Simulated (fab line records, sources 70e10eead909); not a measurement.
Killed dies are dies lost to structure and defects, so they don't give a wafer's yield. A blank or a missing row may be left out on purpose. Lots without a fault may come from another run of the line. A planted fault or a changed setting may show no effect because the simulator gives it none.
Chamber matching | flow nand_harc | NHARC_A_CHANNEL_HOLE_D1_DEP_01 on pecvd-03: 3 sister chambers
The step deposits SiON, target thk 140 nm. 6 wafers are shown with their chamber, then 10 later ones without.

WAFERS WITH THEIR CHAMBER
wafer  | chamber | heater_power_w (W)
L076.3 | 0       | 935
L083.4 | 0       | 786
L086.4 | 2       | 776
L086.5 | 1       | 657
L087.2 | 1       | 745
L087.5 | 2       | 842

WAFERS WITHOUT THEIR CHAMBER
wafer  | heater_power_w (W)
L087.6 | 751
L089.4 | 808
L089.5 | 770
L089.6 | 812
L090.2 | 790
L090.4 | 788
L090.5 | 810
L095.3 | 934
L095.5 | 868
L095.6 | 923

WHICH CHAMBER EACH WENT THROUGH
wafer  | from the rows above          | in truth
L087.6 | can't be placed: 1 or 2 or 0 | 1
L089.4 | can't be placed: 2 or 0 or 1 | 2
L089.5 | can't be placed: 2 or 1 or 0 | 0
L089.6 | can't be placed: 2 or 0 or 1 | 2
L090.2 | can't be placed: 2 or 0 or 1 | 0
L090.4 | can't be placed: 2 or 0 or 1 | 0
L090.5 | can't be placed: 2 or 0 or 1 | 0
L095.3 | can't be placed: 0 or 2      | 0
L095.5 | can't be placed: 0 or 2      | 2
L095.6 | can't be placed: 0 or 2      | 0
Placed correctly: 0 of 10. Can't be placed from these rows: 10 (the true chamber is among the candidates in 10). Placed wrongly: 0.
How it was worked out, from the rows above alone: a wafer's distance from a chamber is the root of the sum, over the readings, of the square of ((its reading less the chamber's mean) divided by the reading's scatter). The wafer belongs to the nearest chamber; if the next one is less than 2 further off, it can't be placed. A chamber's mean is the mean of its shown wafers. The scatter: the root of (the sum of the squares of (reading less its chamber's mean) over the shown wafers, divided by (wafers less chambers)).
